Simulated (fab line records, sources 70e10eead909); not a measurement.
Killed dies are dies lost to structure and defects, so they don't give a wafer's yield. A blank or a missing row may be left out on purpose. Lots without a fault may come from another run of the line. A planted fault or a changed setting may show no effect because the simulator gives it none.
Chamber matching | flow nand_harc | NHARC_P_GATE_DEP_103 on pecvd-02: 3 sister chambers
The step deposits SiON, target thk 30 nm. 3 wafers are shown with their chamber, then 7 later ones without.

WAFERS WITH THEIR CHAMBER
wafer  | chamber | heater_power_w (W)
L084.4 | 2       | 658
L086.1 | 1       | 683
L086.2 | 0       | 695

WAFERS WITHOUT THEIR CHAMBER
wafer  | heater_power_w (W)
L086.4 | 700
L094.1 | 849
L094.2 | 578
L094.3 | 750
L095.1 | 712
L095.4 | 870
L095.6 | 679

WHICH CHAMBER EACH WENT THROUGH
wafer  | from the rows above          | in truth
L086.4 | can't be placed: 0 or 1 or 2 | 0
L094.1 | can't be placed: 0 or 1 or 2 | 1
L094.2 | can't be placed: 2 or 1 or 0 | 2
L094.3 | can't be placed: 0 or 1 or 2 | 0
L095.1 | can't be placed: 0 or 1 or 2 | 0
L095.4 | can't be placed: 0 or 1 or 2 | 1
L095.6 | can't be placed: 1 or 0 or 2 | 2
Placed correctly: 0 of 7. Can't be placed from these rows: 7 (the true chamber is among the candidates in 7). Placed wrongly: 0.
How it was worked out, from the rows above alone: a wafer's distance from a chamber is the root of the sum, over the readings, of the square of ((its reading less the chamber's mean) divided by the reading's scatter). The wafer belongs to the nearest chamber; if the next one is less than 2 further off, it can't be placed. A chamber's mean is the mean of its shown wafers. The scatter: with one shown wafer a chamber, the root of the mean of the squares of how far each hidden wafer lies from its nearest shown one.
